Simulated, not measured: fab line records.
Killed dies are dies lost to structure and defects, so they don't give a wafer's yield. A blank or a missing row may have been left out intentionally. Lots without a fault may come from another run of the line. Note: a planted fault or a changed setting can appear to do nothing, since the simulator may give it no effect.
fab line records	flow n5-finfet
record lots=10	wafers=30	last-day=19
route steps=1938 shown BEOL_M2@854 BEOL_M4@1111 PASSIVATION@1936
lots that met no fault: from a run of the same line without faults
start-h: the number of hours between the record's first day and the start of the first shown wafer of the lot	wait-h: time in hours since the lot's previous step	" as in the row above	L1.1+2: a single row standing in for several wafers	- either no value or no given start	* or withheld: withheld	< > ~ a bound
route shown NAME@n: a module of which the file shows steps, and the number in the route of the first	usual: average and standard deviation across the fault-free wafers	same: alike in all rows	chamber/n: place in a boat	sites: readings site by site	_std_site: the standard deviation of these	_edge_site: inner sites' mean taken away from outer sites' mean	radius-mm: for every site, how far away it sits from the centre of the wafer	mask NAME#n: copy n	behind: tool/chamber where the wafer was last shaped	hold: reason for holding the lot/hours on hold/outcome of the hold	device: the transistor (n, p or np) that didn't switch	end of line: the route-end tests of the same wafers	for a step that has no rows: nothing shown but its recipe	killed: at the first sort, the dies lost to defects and structure; wafer yield is something else	map: a wafer's dies, marking killed ones x, the rest . and places with no die _
set.NAME: setting as actually run; set.NAME@STEP: the setting as run at that earlier step	model.NAME: the simulator's own value behind a step, which no gauge read
one table for each step of the route and one row for each wafer, over a sample of lots
services: the hour from which a tool's chamber was out of use, counted from the record's first day as start-h (under 0 if before that day), plus the number of hours and why
## steps
# step N5_BEOL_M2_CD_MEAS_11
# recipe target-cd-nm=16.79	landing-energy-ev=500	detector=se-inlens	polarity=opening
# usual cd-nm=16.90/0.23
lot.wafer	tool	chamber	start-h	wait-h	cd-nm
L390.2	cd-sem-03	0	136.54	-	16.74
L390.4	"	0	"	"	17.03
L390.6	"	0	"	"	16.97
L394.1	cd-sem-02	0	164.25	-	16.71
L394.4	"	0	"	"	16.89
L394.5	"	0	"	"	16.50
L395.1	cd-sem-02	0	167.50	-	16.77
L395.2	"	0	"	"	16.76
L395.3	"	0	"	"	16.94
L396.1	cd-sem-01	0	172.23	-	17.25
L396.2	"	0	"	"	16.77
L396.4	"	0	"	"	16.47
L398.3	cd-sem-01	0	185.79	-	16.90
L398.5	"	0	"	"	16.59
L398.6	"	0	"	"	16.99
L399.1	cd-sem-02	0	188.05	-	17.36
L399.3	"	0	"	"	17.20
L399.5	"	0	"	"	16.99
L401.3	cd-sem-03	0	223.82	-	16.89
L401.4	"	0	"	"	16.94
L401.6	"	0	"	"	16.86
L406.4	cd-sem-03	0	250.30	-	17.23
L406.5	"	0	"	"	16.89
L406.6	"	0	"	"	16.89
L407.2	cd-sem-03	0	262.01	-	17.00
L407.4	"	0	"	"	16.80
L407.6	"	0	"	"	17.25
L411.2	cd-sem-03	0	274.63	-	16.74
L411.3	"	0	"	"	16.73
L411.6	"	0	"	"	16.58
# step N5_BEOL_M2_STRIP_66
# recipe chemistry=CF4	resist=SiARC	power-w=300	bias-power-w=75	pressure-mtorr=50	cf4-flow-sccm=150	rf-frequency-hz=6e+07
# usual drypump-motor-current-A=5.7/0.37	oes-product-au=0.80/0.081	rf-vpp-V=272.1/1.2	showerhead-plenum-p-Torr=1.83/0.042	throttle-valve-pct=13.4/0.33
lot.wafer	tool	chamber	start-h	wait-h	drypump-motor-current-A	oes-product-au	rf-hours-counter-h	rf-vpp-V	showerhead-plenum-p-Torr	throttle-valve-pct
L390.2	rie-diel-06	3	137.01	0.0	5.0	0.71	190	270.1	1.73	13.7
L390.4	"	0	"	"	5.2	0.70	248	272.4	1.85	13.6
L390.6	"	0	"	"	5.2	0.70	-	272.4	1.85	13.6
L394.1	rie-diel-04	2	164.59	0.0	5.9	0.72	195	271.9	1.78	13.7
L394.4	"	0	"	"	6.1	0.93	22	272.1	1.84	13.1
L394.5	"	1	"	"	6.2	0.72	-	271.4	1.84	13.9
L395.1	rie-diel-04	2	167.84	0.0	5.9	0.72	196	272.2	1.78	13.7
L395.2	"	3	"	"	5.5	0.92	5	272.5	1.84	13.1
L395.3	"	0	"	"	6.1	0.92	23	273.3	1.84	13.1
L396.1	rie-diel-04	0	172.73	0.0	6.1	0.91	24	272.7	1.84	13.1
L396.2	"	2	"	"	6.0	0.72	198	272.6	1.77	13.7
L396.4	"	0	"	"	6.1	0.92	-	272.0	1.84	13.1
L398.3	rie-diel-06	0	186.12	0.0	5.2	0.96	4	271.2	1.85	13.0
L398.5	"	2	"	"	5.6	0.67	-	273.0	1.83	13.5
L398.6	"	1	"	"	5.5	0.81	-	271.2	1.80	13.6
L399.1	rie-diel-01	2	188.62	0.0	5.9	0.81	67	272.3	1.87	13.2
L399.3	"	0	"	"	5.9	0.87	24	273.4	1.89	13.0
L399.5	"	0	"	"	5.9	0.88	-	271.9	1.89	13.0
L401.3	rie-diel-04	3	224.15	0.0	5.5	0.88	24	271.3	1.83	13.1
L401.4	"	2	"	"	5.9	0.71	215	272.2	1.77	13.7
L401.6	"	0	"	"	6.1	0.89	-	271.6	1.84	13.1
L406.4	rie-diel-01	3	250.63	0.0	5.3	0.84	55	270.6	1.83	13.3
L406.5	"	3	"	"	5.3	0.84	-	271.1	1.83	13.3
L406.6	"	0	"	"	5.9	0.84	-	272.4	1.89	13.1
L407.2	rie-diel-01	0	262.46	0.0	5.9	0.83	50	273.1	1.89	13.1
L407.4	"	2	"	"	5.9	0.78	93	274.3	1.87	13.3
L407.6	"	0	"	"	5.9	0.85	-	274.0	1.88	13.1
L411.2	rie-diel-06	1	274.96	0.0	5.6	0.78	115	272.8	1.79	13.6
L411.3	"	2	"	"	5.6	0.89	24	271.2	1.82	13.1
L411.6	"	3	"	"	4.9	0.68	-	269.4	1.71	13.8
# step N5_BEOL_M2_ETCH_70
# recipe chemistry=N2/H2	target=SOC	target-depth-a=800	overetch-a=240	mask-material=SiARC	temp-c=40	time-s=130	ion-energy-ev=200	pressure-mtorr=30	source-w=840	bias-w=150	n2-flow-sccm=200	h2-flow-sccm=200
# usual bias-w=150.0/0.46	drypump-motor-current-A=5.7/0.36	oes-product-au=0.60/0.061	rf-vpp-V=525.5/2	run-length-s=153.5/0.37	showerhead-plenum-p-Torr=2.59/0.068	throttle-valve-pct=17.6/0.33
lot.wafer	tool	chamber	start-h	wait-h	bias-w	drypump-motor-current-A	oes-product-au	rf-hours-counter-h	rf-vpp-V	run-length-s	showerhead-plenum-p-Torr	throttle-valve-pct
L390.2	rie-diel-01	3	147.89	0.0	149.1	5.2	0.64	34	526.1	153.4	2.58	17.5
L390.4	"	0	"	"	150.9	5.9	0.68	7	528.5	153.2	2.71	17.2
L390.6	"	3	"	"	149.4	5.2	0.65	-	526.0	153.6	2.58	17.4
L394.1	rie-diel-06	1	176.60	0.0	150.0	5.6	0.60	80	524.0	153.3	2.56	17.8
L394.4	"	3	"	"	149.8	4.9	0.52	208	520.1	153.3	2.41	17.7
L394.5	"	3	"	"	149.7	4.9	0.52	-	519.8	153.1	2.41	17.7
L395.1	rie-diel-04	0	177.15	0.0	150.2	6.1	0.68	26	524.9	153.9	2.59	17.3
L395.2	"	1	"	"	150.7	6.3	0.54	198	526.5	153.6	2.63	18.1
L395.3	"	3	"	"	149.8	5.5	0.68	9	524.0	153.3	2.58	17.2
L396.1	rie-diel-04	3	184.04	0.0	149.6	5.5	0.67	11	527.1	153.1	2.58	17.2
L396.2	"	2	"	"	150.8	5.9	0.54	202	524.0	153.3	2.51	17.9
L396.4	"	1	"	"	150.0	6.2	0.54	200	528.5	154.2	2.63	18.1
L398.3	rie-diel-04	2	192.18	0.0	149.7	6.0	0.53	205	523.2	153.5	2.51	17.9
L398.5	"	2	"	"	150.2	5.9	0.53	-	524.2	153.4	2.51	17.9
L398.6	"	1	"	"	149.4	6.3	0.54	-	527.3	153.5	2.63	18.1
L399.1	rie-diel-04	1	192.71	0.0	150.1	6.2	0.54	203	527.3	153.5	2.63	18.1
L399.3	"	2	"	"	150.9	5.9	0.54	205	523.0	153.7	2.51	17.9
L399.5	"	2	"	"	150.1	5.9	0.53	-	523.3	153.5	2.51	17.9
L401.3	rie-diel-01	2	239.48	0.0	149.5	5.9	0.59	86	528.0	153.0	2.68	17.6
L401.4	"	1	"	"	149.5	5.3	0.53	229	524.7	153.4	2.60	17.9
L401.6	"	3	"	"	149.2	5.2	0.63	-	525.6	153.3	2.58	17.5
L406.4	rie-diel-04	0	252.22	0.0	-	6.1	0.88	50	524.1	119.1	2.58	17.4
L406.5	"	3	"	"	-	5.5	0.87	-	527.2	118.1	2.57	17.3
L406.6	"	2	"	"	-	6.0	0.70	-	523.0	119.1	2.50	18.0
L407.2	rie-diel-04	2	269.85	0.0	-	6.0	0.69	231	522.4	118.5	2.49	18.0
L407.4	"	3	"	"	-	5.5	0.85	40	525.2	118.8	2.57	17.3
L407.6	"	2	"	"	-	6.0	0.70	-	523.3	118.8	2.49	18.0
L411.2	rie-diel-01	0	278.76	0.0	150.1	5.9	0.62	55	527.7	153.4	2.69	17.3
L411.3	"	3	"	"	149.3	5.2	0.61	63	524.4	153.2	2.57	17.5
L411.6	"	2	"	"	149.4	5.9	0.58	-	526.3	152.8	2.68	17.6
# step N5_BEOL_M2_OCD_MEAS_38
# usual trench-depth-nm=55.3/0.98
lot.wafer	tool	chamber	start-h	wait-h	trench-depth-nm
L390.2	ocd-02	-	148.26	-	56.4
L390.4	"	-	"	"	55.7
L390.6	"	-	"	"	56.5
L394.1	ocd-01	-	176.96	-	54.7
L394.4	"	-	"	"	54.8
L394.5	"	-	"	"	54.3
L395.1	ocd-02	-	177.51	-	55.7
L395.2	"	-	"	"	55.3
L395.3	"	-	"	"	55.7
L396.1	ocd-01	-	184.40	-	56.2
L396.2	"	-	"	"	55.1
L396.4	"	-	"	"	55.1
L398.3	ocd-01	-	192.55	-	54.7
L398.5	"	-	"	"	55.2
L398.6	"	-	"	"	55.9
L399.1	ocd-02	-	193.08	-	55.3
L399.3	"	-	"	"	56.0
L399.5	"	-	"	"	54.6
L401.3	ocd-01	-	239.85	-	54.4
L401.4	"	-	"	"	54.8
L401.6	"	-	"	"	56.6
L406.4	ocd-01	-	252.59	-	56.8
L406.5	"	-	"	"	55.3
L406.6	"	-	"	"	54.8
L407.2	ocd-02	-	270.21	-	53.9
L407.4	"	-	"	"	55.2
L407.6	"	-	"	"	54.6
L411.2	ocd-01	-	279.12	-	55.4
L411.3	"	-	"	"	56.6
L411.6	"	-	"	"	53.2
# step N5_BEOL_M4_RC_MEAS_101
# usual DIBL_N=36.0/1.9	DIBL_P=35.6/2.2	IOFF_N=0.15/0.031	IOFF_P=0.19/0.032	ION_N=668/11	ION_P=455/7.2	SS_N=71.5/0.65	SS_P=73.4/0.64	VT_N=251/3.6	VT_P=-253/3.3
lot.wafer	tool	chamber	start-h	wait-h	DIBL_N[mV/V]	DIBL_P[mV/V]	IOFF_N[nA/um]	IOFF_P[nA/um]	ION_N[uA/um]	ION_P[uA/um]	SS_N[mV/dec]	SS_P[mV/dec]	VT_N[mV]	VT_P[mV]
L390.2	prober-01	0	190.18	0.2	36.4	35.6	0.15	0.21	671	461	70.7	73.6	249	-249
L390.4	"	0	"	"	35.7	34.2	0.14	0.19	664	460	70.1	73.3	251	-251
L390.6	"	0	"	"	37.5	36.3	0.17	0.22	675	457	71.0	73.7	250	-250
L394.1	prober-01	0	215.89	0.0	34.7	34.5	0.14	0.19	665	458	70.7	72.5	252	-251
L394.4	"	0	"	"	40.0	38.0	0.23	0.25	681	457	72.7	74.4	249	-250
L394.5	"	0	"	"	37.7	36.0	0.18	0.22	669	465	71.5	74.2	249	-251
L396.1	prober-01	0	241.22	0.0	37.8	38.5	0.18	0.21	682	457	72.4	73.8	249	-252
L396.2	"	0	"	"	38.2	39.4	0.19	0.23	678	459	72.5	73.5	249	-253
L396.4	"	0	"	"	36.1	37.7	0.16	0.21	677	466	71.5	73.6	248	-252
L395.1	prober-02	0	241.66	0.0	33.2	32.0	0.11	0.14	649	441	72.3	71.9	260	-256
L395.2	"	0	"	"	38.8	39.7	0.21	0.25	672	453	73.0	73.9	246	-249
L395.3	"	0	"	"	34.7	34.8	0.13	0.18	658	454	71.3	73.4	255	-252
L398.3	prober-02	0	248.01	0.3	34.0	33.2	0.12	0.19	650	452	71.2	72.7	255	-251
L398.5	"	0	"	"	34.2	32.6	0.12	0.17	660	453	71.1	72.7	257	-255
L398.6	"	0	"	"	32.9	32.8	0.11	0.17	665	458	71.4	72.7	254	-254
L399.1	prober-02	0	277.22	0.0	33.7	33.8	0.13	0.17	657	458	71.4	72.4	254	-252
L399.3	"	0	"	"	35.4	35.8	0.15	0.20	668	461	71.9	73.1	248	-252
L399.5	"	0	"	"	32.5	33.3	0.12	0.17	651	450	71.5	72.8	256	-252
L401.3	prober-02	0	292.35	0.3	33.7	31.6	0.12	0.15	657	449	70.3	73.2	254	-255
L401.4	"	0	"	"	33.0	31.3	0.12	0.15	653	451	70.8	72.9	254	-258
L401.6	"	0	"	"	34.4	33.1	0.13	0.17	658	456	70.9	73.0	253	-253
L406.4	prober-01	0	308.79	0.5	34.9	35.3	0.14	0.18	667	454	71.1	73.0	251	-253
L406.5	"	0	"	"	35.5	36.0	0.15	0.20	662	450	71.2	73.4	249	-248
L406.6	"	0	"	"	33.6	34.6	0.13	0.18	667	461	71.0	73.0	251	-252
L407.2	prober-01	0	322.82	0.2	38.0	36.6	0.17	0.21	677	463	70.9	74.0	249	-251
L407.4	"	0	"	"	36.8	34.7	0.14	0.18	666	459	71.3	73.7	248	-253
L407.6	"	0	"	"	38.8	37.1	0.18	0.21	683	461	72.0	73.4	248	-250
L411.2	prober-02	0	325.97	0.2	38.4	38.5	0.20	0.25	679	460	72.8	73.9	247	-249
L411.3	"	0	"	"	35.8	34.8	0.15	0.20	679	463	71.7	73.3	251	-251
L411.6	"	0	"	"	36.5	36.0	0.17	0.22	675	465	72.1	74.1	250	-252
# step N5_PASSIVATION_PROBE_49
# usual defect-limited-yield=91.3/1.4	killed_at_M0_to_M3=34/10	killed_at_M4_up=14/5.5	killed-at-contacts=12/6	killed-at-front-end=40/10	killed-at-other=3.0/2.4	killed-dies=103/17	killed-open=68/13	killed-short=34/7.8	sort_bin_5_function=5.1/0.97	sort_bin_6_memory=3.3/0.66	sort-n-pass=1077/17	sort-yield-pct=91.2/1.4
# same gross-dies=1180	killed-at-back-side=0	sort_bin_4_leakage[%]=0	sort_bin_8_speed[%]=0
lot.wafer	tool	chamber	start-h	wait-h	defect-limited-yield[%]	killed_at_M0_to_M3	killed_at_M4_up	killed-at-contacts	killed-at-front-end	killed-at-other	killed-dies	killed-open	killed-short	sort_bin_5_function[%]	sort_bin_6_memory[%]	sort-n-pass	sort-yield-pct[%]
L390.2	prober-01	-	294.17	0.1	93.9	16	7	7	37	5	72	52	20	3.6	2.4	1108	93.9
L390.4	prober-01	-	294.27	0.2	91.4	18	8	20	54	2	102	66	35	5.5	2.6	1078	91.4
L390.6	prober-01	-	294.37	0.3	93.1	20	13	17	29	3	82	59	23	4.1	2.8	1098	93.1
L394.1	prober-01	-	315.66	0.0	91.7	40	8	17	30	3	98	71	27	4.7	3.6	1082	91.7
L394.4	prober-01	-	315.81	0.2	87.3	66	17	16	46	5	150	101	49	7.8	4.7	1030	87.3
L394.5	prober-01	-	315.86	0.2	88.6	59	25	17	30	3	134	91	42	8.1	3.0	1046	88.6
L395.1	prober-01	-	341.03	0.0	93.1	37	10	10	25	0	82	63	18	3.6	3.1	1098	93.1
L395.2	prober-01	-	341.08	0.1	91.9	34	10	15	35	1	95	57	38	4.7	3.0	1085	91.9
L395.3	prober-01	-	341.13	0.1	92.0	27	13	26	27	1	94	64	30	4.9	2.8	1086	92.0
L396.1	prober-02	-	347.58	0.0	91.1	32	13	13	42	5	105	66	32	5.6	2.5	1075	91.1
L396.2	prober-02	-	347.63	0.1	93.8	34	7	10	19	3	73	49	24	3.6	2.2	1107	93.8
L396.4	prober-02	-	347.73	0.2	91.3	27	28	11	35	2	103	72	31	5.0	3.4	1077	91.3
L398.3	prober-01	-	356.71	0.1	90.8	38	14	15	36	5	108	74	31	5.3	3.6	1072	90.8
L398.5	prober-01	-	356.81	0.2	90.6	33	23	14	40	1	111	74	33	5.1	4.1	1069	90.6
L398.6	prober-01	-	356.86	0.3	91.0	27	18	19	40	2	106	79	25	5.5	3.4	1074	91.0
L399.1	prober-02	-	378.47	0.0	92.7	26	11	11	34	4	86	56	27	3.4	3.6	1094	92.7
L399.3	prober-02	-	378.57	0.1	93.6	23	13	7	33	0	76	42	34	3.9	2.1	1104	93.6
L399.5	prober-02	-	378.67	0.2	91.1	42	9	10	41	3	105	60	44	5.4	3.1	1075	91.1
L401.3	prober-01	-	399.67	0.1	92.1	25	8	22	38	0	93	71	20	5.0	2.6	1087	92.1
L401.4	prober-01	-	399.72	0.2	93.0	24	8	10	41	0	83	54	29	4.2	2.5	1097	93.0
L401.6	prober-01	-	399.82	0.3	89.7	31	12	26	50	2	121	82	38	6.5	3.1	1059	89.7
L406.4	prober-01	-	423.44	0.2	89.9	49	19	12	38	1	119	75	44	5.9	3.7	1061	89.9
L406.5	prober-01	-	423.49	0.2	89.0	43	11	13	57	6	130	89	40	6.0	4.6	1050	89.0
L406.6	prober-01	-	423.54	0.3	91.4	40	6	9	41	5	101	59	41	4.6	3.4	1079	91.4
L407.2	prober-02	-	434.72	0.1	91.9	31	16	12	31	5	95	59	33	4.2	3.5	1085	91.9
L407.4	prober-02	-	434.82	0.2	93.5	18	7	23	26	3	77	47	27	3.6	2.3	1103	93.5
L407.6	prober-02	-	434.92	0.3	92.9	36	10	10	26	2	84	54	27	4.8	2.1	1096	92.9
L411.2	prober-01	-	450.33	0.1	91.2	34	15	7	42	6	104	61	40	5.3	2.9	1076	91.2
L411.3	prober-01	-	450.38	0.1	92.6	29	16	3	35	4	87	52	34	5.6	1.5	1093	92.6
L411.6	prober-01	-	450.53	0.3	93.1	24	10	7	34	7	82	53	26	3.8	3.1	1098	93.1
# killed by level:class
L390.2 STI_FIN_REVEAL:geometric-particle:open=8 MOL_CONTACT_COAG:geometric-particle:open=7 GATE_CUT:geometric-particle:open=5 BEOL_M0_SAQP:geometric-particle:open=5 FIN_SAQP:geometric-particle:short=4 STI_FIN_REVEAL:geometric-particle:short=4 ILD0:geometric-particle:open=4 BEOL_M2:geometric-particle:open=4
L390.4 STI_FIN_REVEAL:geometric-particle:open=21 MOL_CONTACT_COAG:geometric-particle:open=17 FIN_SAQP:geometric-particle:open=8 FIN_SAQP:geometric-particle:short=6 BEOL_M0_SAQP:geometric-particle:short=6 BEOL_M0_SAQP:geometric-particle:open=6 STARTING-WAFER:geometric-particle:short=5 GATE_CUT:geometric-particle:short=4
L390.6 MOL_CONTACT_COAG:geometric-particle:open=14 BEOL_M2:geometric-particle:open=8 BEOL_M3:geometric-particle:open=5 STARTING-WAFER:geometric-particle:open=5 FIN_SAQP:geometric-particle:short=4 BEOL_M4:geometric-particle:open=4 STI_FIN_REVEAL:geometric-particle:open=3 STI_FIN_REVEAL:geometric-particle:short=3
L394.1 MOL_CONTACT_COAG:geometric-particle:open=13 BEOL_M2:geometric-particle:open=10 BEOL_M1:geometric-particle:open=8 BEOL_M3:geometric-particle:open=7 BEOL_M0_SAQP:geometric-particle:short=5 STI_FIN_REVEAL:geometric-particle:open=4 GATE_CUT:geometric-particle:short=4 BEOL_M3:geometric-particle:short=4
L394.4 BEOL_M0_SAQP:geometric-particle:short=21 STI_FIN_REVEAL:geometric-particle:open=18 BEOL_M2:geometric-particle:open=14 MOL_CONTACT_COAG:geometric-particle:open=10 BEOL_M3:geometric-particle:open=8 MOL_CONTACT_COAG:geometric-particle:short=6 BEOL_M0_SAQP:geometric-particle:open=6 BEOL_M0:geometric-particle:open=6
L394.5 BEOL_M0_SAQP:geometric-particle:open=14 MOL_CONTACT_COAG:geometric-particle:open=13 BEOL_M1:geometric-particle:open=12 BEOL_M0_SAQP:geometric-particle:short=9 BEOL_M3:geometric-particle:open=8 FIN_SAQP:geometric-particle:short=6 BEOL_M2:geometric-particle:open=6 BEOL_M4:geometric-particle:open=6
L395.1 BEOL_M2:geometric-particle:open=10 MOL_CONTACT_COAG:geometric-particle:open=8 BEOL_M1:geometric-particle:open=8 BEOL_M4:geometric-particle:open=6 FIN_SAQP:geometric-particle:open=5 GATE_CUT:geometric-particle:short=5 BEOL_M3:geometric-particle:open=5 DUMMY_GATE:geometric-particle:open=4
L395.2 MOL_CONTACT_COAG:geometric-particle:open=13 BEOL_M0_SAQP:geometric-particle:short=9 FIN_SAQP:geometric-particle:open=5 FIN_SAQP:geometric-particle:short=5 STI_FIN_REVEAL:geometric-particle:open=5 GATE_CUT:geometric-particle:short=5 BEOL_M2:geometric-particle:open=5 BEOL_M3:geometric-particle:open=5
L395.3 MOL_CONTACT_COAG:geometric-particle:open=22 FIN_SAQP:geometric-particle:short=6 ILD0:geometric-particle:open=6 GATE_CUT:geometric-particle:short=5 BEOL_M0_SAQP:geometric-particle:short=5 BEOL_M0:geometric-particle:open=5 BEOL_M5:geometric-particle:open=5 MOL_CONTACT_COAG:geometric-particle:short=4
L396.1 STI_FIN_REVEAL:geometric-particle:open=15 BEOL_M1:geometric-particle:open=11 MOL_CONTACT_COAG:geometric-particle:open=11 BEOL_M0_SAQP:geometric-particle:short=8 BEOL_M0_SAQP:geometric-particle:open=7 FIN_SAQP:geometric-particle:short=5 STI_FIN_REVEAL:geometric-particle:short=4 HKMG_FIN:area-etch=4
L396.2 MOL_CONTACT_COAG:geometric-particle:open=9 BEOL_M0_SAQP:geometric-particle:open=8 BEOL_M1:geometric-particle:open=6 BEOL_M0_SAQP:geometric-particle:short=5 FIN_SAQP:geometric-particle:open=4 STI_FIN_REVEAL:geometric-particle:open=3 GATE_CUT:geometric-particle:open=3 BEOL_M0:geometric-particle:short=3
L396.4 STI_FIN_REVEAL:geometric-particle:open=13 BEOL_M4:geometric-particle:open=12 BEOL_M0_SAQP:geometric-particle:open=8 BEOL_M0_SAQP:geometric-particle:short=8 MOL_CONTACT_COAG:geometric-particle:open=7 STI_FIN_REVEAL:geometric-particle:short=6 BEOL_M3:geometric-particle:open=5 BEOL_M4:geometric-particle:short=5
L398.3 BEOL_M2:geometric-particle:open=13 MOL_CONTACT_COAG:geometric-particle:open=11 BEOL_M1:geometric-particle:open=8 FIN_SAQP:geometric-particle:short=5 FIN_SAQP:geometric-particle:open=5 BEOL_M5:geometric-particle:open=5 STI_FIN_REVEAL:geometric-particle:open=4 ILD0:geometric-particle:short=4
L398.5 FIN_SAQP:geometric-particle:short=12 MOL_CONTACT_COAG:geometric-particle:open=10 BEOL_M2:geometric-particle:open=9 BEOL_M4:geometric-particle:open=9 FIN_SAQP:geometric-particle:open=8 BEOL_M3:geometric-particle:open=7 STI_FIN_REVEAL:geometric-particle:open=6 BEOL_M1:geometric-particle:open=6
L398.6 FIN_SAQP:geometric-particle:open=13 MOL_CONTACT_COAG:geometric-particle:open=12 FIN_SAQP:geometric-particle:short=7 MOL_CONTACT_COAG:geometric-particle:short=7 BEOL_M2:geometric-particle:open=7 BEOL_M3:geometric-particle:open=7 STI_FIN_REVEAL:geometric-particle:open=6 BEOL_M1:geometric-particle:open=6
L399.1 STI_FIN_REVEAL:geometric-particle:open=14 BEOL_M2:geometric-particle:open=8 MOL_CONTACT_COAG:geometric-particle:open=6 BEOL_M0_SAQP:geometric-particle:short=6 MOL_CONTACT_COAG:geometric-particle:short=5 BEOL_M4:geometric-particle:open=5 GATE_CUT:geometric-particle:short=4 STARTING-WAFER:geometric-particle:open=4
L399.3 GATE_CUT:geometric-particle:short=6 MOL_CONTACT_COAG:geometric-particle:open=6 BEOL_M4:geometric-particle:open=6 STARTING-WAFER:geometric-particle:short=6 STI_FIN_REVEAL:geometric-particle:open=5 BEOL_M0_SAQP:geometric-particle:open=5 BEOL_M2:geometric-particle:short=5 STARTING-WAFER:geometric-particle:open=5
L399.5 FIN_SAQP:geometric-particle:short=14 BEOL_M2:geometric-particle:open=12 MOL_CONTACT_COAG:geometric-particle:open=9 BEOL_M0_SAQP:geometric-particle:short=9 BEOL_M3:geometric-particle:open=8 FIN_SAQP:geometric-particle:open=6 STI_FIN_REVEAL:geometric-particle:open=5 STARTING-WAFER:geometric-particle:short=5
L401.3 MOL_CONTACT_COAG:geometric-particle:open=17 STI_FIN_REVEAL:geometric-particle:open=12 FIN_SAQP:geometric-particle:open=8 BEOL_M1:geometric-particle:open=7 BEOL_M3:geometric-particle:open=5 DUMMY_GATE:geometric-particle:open=4 MOL_CONTACT_COAG:geometric-particle:short=4 BEOL_M0_SAQP:geometric-particle:short=4
L401.4 STI_FIN_REVEAL:geometric-particle:open=11 FIN_SAQP:geometric-particle:open=9 MOL_CONTACT_COAG:geometric-particle:open=8 BEOL_M1:geometric-particle:open=7 STARTING-WAFER:geometric-particle:short=6 BEOL_M0_SAQP:geometric-particle:short=4 BEOL_M2:geometric-particle:open=4 BEOL_M8:geometric-particle:open=4
L401.6 MOL_CONTACT_COAG:geometric-particle:open=22 FIN_SAQP:geometric-particle:open=11 BEOL_M0_SAQP:geometric-particle:short=8 BEOL_M1:geometric-particle:open=8 GATE_CUT:geometric-particle:short=7 BEOL_M0_SAQP:geometric-particle:open=5 STARTING-WAFER:geometric-particle:open=5 FIN_SAQP:geometric-particle:short=4
L406.4 BEOL_M0_SAQP:geometric-particle:open=13 BEOL_M2:geometric-particle:open=13 BEOL_M0_SAQP:geometric-particle:short=12 FIN_SAQP:geometric-particle:short=9 FIN_SAQP:geometric-particle:open=8 MOL_CONTACT_COAG:geometric-particle:open=8 BEOL_M4:geometric-particle:open=8 STI_FIN_REVEAL:geometric-particle:open=4
L406.5 STI_FIN_REVEAL:geometric-particle:open=16 BEOL_M2:geometric-particle:open=12 MOL_CONTACT_COAG:geometric-particle:open=11 GATE_CUT:geometric-particle:short=10 BEOL_M0_SAQP:geometric-particle:open=8 FIN_SAQP:geometric-particle:open=7 FIN_SAQP:geometric-particle:short=6 BEOL_M0_SAQP:geometric-particle:short=6
L406.6 BEOL_M0_SAQP:geometric-particle:short=12 GATE_CUT:geometric-particle:short=10 MOL_CONTACT_COAG:geometric-particle:open=8 BEOL_M0_SAQP:geometric-particle:open=8 STI_FIN_REVEAL:geometric-particle:open=7 BEOL_M2:geometric-particle:open=7 BEOL_M3:geometric-particle:open=5 FIN_SAQP:geometric-particle:short=4
L407.2 MOL_CONTACT_COAG:geometric-particle:open=11 BEOL_M0_SAQP:geometric-particle:open=7 BEOL_M3:geometric-particle:open=7 FIN_SAQP:geometric-particle:short=6 FIN_SAQP:geometric-particle:open=6 BEOL_M5:geometric-particle:open=5 BEOL_M0_SAQP:geometric-particle:short=5 GATE_CUT:geometric-particle:short=4
L407.4 MOL_CONTACT_COAG:geometric-particle:open=20 FIN_SAQP:geometric-particle:short=6 BEOL_M0_SAQP:geometric-particle:open=5 STARTING-WAFER:geometric-particle:short=5 FIN_SAQP:geometric-particle:open=4 BEOL_M0_SAQP:geometric-particle:short=4 BEOL_M3:geometric-particle:open=4 GATE_CUT:geometric-particle:open=3
L407.6 FIN_SAQP:geometric-particle:short=9 BEOL_M3:geometric-particle:open=9 MOL_CONTACT_COAG:geometric-particle:open=8 BEOL_M0_SAQP:geometric-particle:open=7 BEOL_M0:geometric-particle:open=7 BEOL_M2:geometric-particle:open=4 FIN_SAQP:geometric-particle:open=3 STI_FIN_REVEAL:geometric-particle:short=3
L411.2 FIN_SAQP:geometric-particle:short=10 BEOL_M0_SAQP:geometric-particle:short=10 BEOL_M0_SAQP:geometric-particle:open=7 MOL_CONTACT_COAG:geometric-particle:open=7 BEOL_M1:geometric-particle:open=7 DUMMY_GATE:geometric-particle:open=6 GATE_CUT:geometric-particle:short=5 GATE_CUT:geometric-particle:open=5
L411.3 STI_FIN_REVEAL:geometric-particle:open=8 BEOL_M0_SAQP:geometric-particle:short=8 FIN_SAQP:geometric-particle:open=6 BEOL_M3:geometric-particle:short=6 FIN_SAQP:geometric-particle:short=5 BEOL_M4:geometric-particle:open=5 BEOL_M0_SAQP:geometric-particle:open=4 GATE_CUT:geometric-particle:short=3
L411.6 FIN_SAQP:geometric-particle:open=8 BEOL_M3:geometric-particle:open=7 GATE_CUT:geometric-particle:short=6 MOL_CONTACT_COAG:geometric-particle:open=6 FIN_SAQP:geometric-particle:short=5 BEOL_M0_SAQP:geometric-particle:open=5 BEOL_M2:geometric-particle:open=4 BEOL_M5:geometric-particle:open=4
## services
tool	chamber	start-h	hours	kind
rie-diel-04	3	130.10	-	clean
rie-diel-04	3	130.10	-	consumable-replace:focus-ring
rie-diel-04	3	130.10	23.7	scheduled-down
rie-diel-04	3	130.10	23.7	vent-cycle
rie-diel-06	0	130.10	4.0	repair
rie-diel-06	0	141.88	-	clean
rie-diel-06	0	141.88	-	consumable-replace:focus-ring
rie-diel-06	0	141.88	33.7	scheduled-down
rie-diel-06	0	141.88	33.7	vent-cycle
rie-diel-01	3	156.77	43.4	repair
rie-diel-04	1	171.89	1.4	repair
rie-diel-06	3	181.80	17.0	repair
rie-diel-06	2	198.81	-	clean
rie-diel-06	2	198.81	-	consumable-replace:focus-ring
rie-diel-06	2	198.81	16.9	scheduled-down
rie-diel-06	2	198.81	16.9	vent-cycle
rie-diel-01	-	202.64	0.5	repair
rie-diel-01	-	252.18	2.8	pm
## key
first-sign step=N5_BEOL_M2_ETCH_70	reading=run-length-s	direction=down	sigmas=93	usual=*	struck=*
effect step=N5_BEOL_M2_ETCH_70	reading=oes-product-au	direction=up	sigmas=3	usual=0.60	struck=0.78
met-at N5_BEOL_M2_ETCH_70
struck-lots L406,L407
not-acting-at N5_BEOL_M2_CD_MEAS_11,N5_BEOL_M2_STRIP_66,N5_BEOL_M2_OCD_MEAS_38
onset-between 192.71 252.22
fault kind=process-parameter-drift	tool=rie-diel-04	chamber=-	onset-h=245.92	steps=N5_BEOL_M2_ETCH_70	channel=time-s	offset=*	shape=step	end-h=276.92	acts-in=*	stated=*
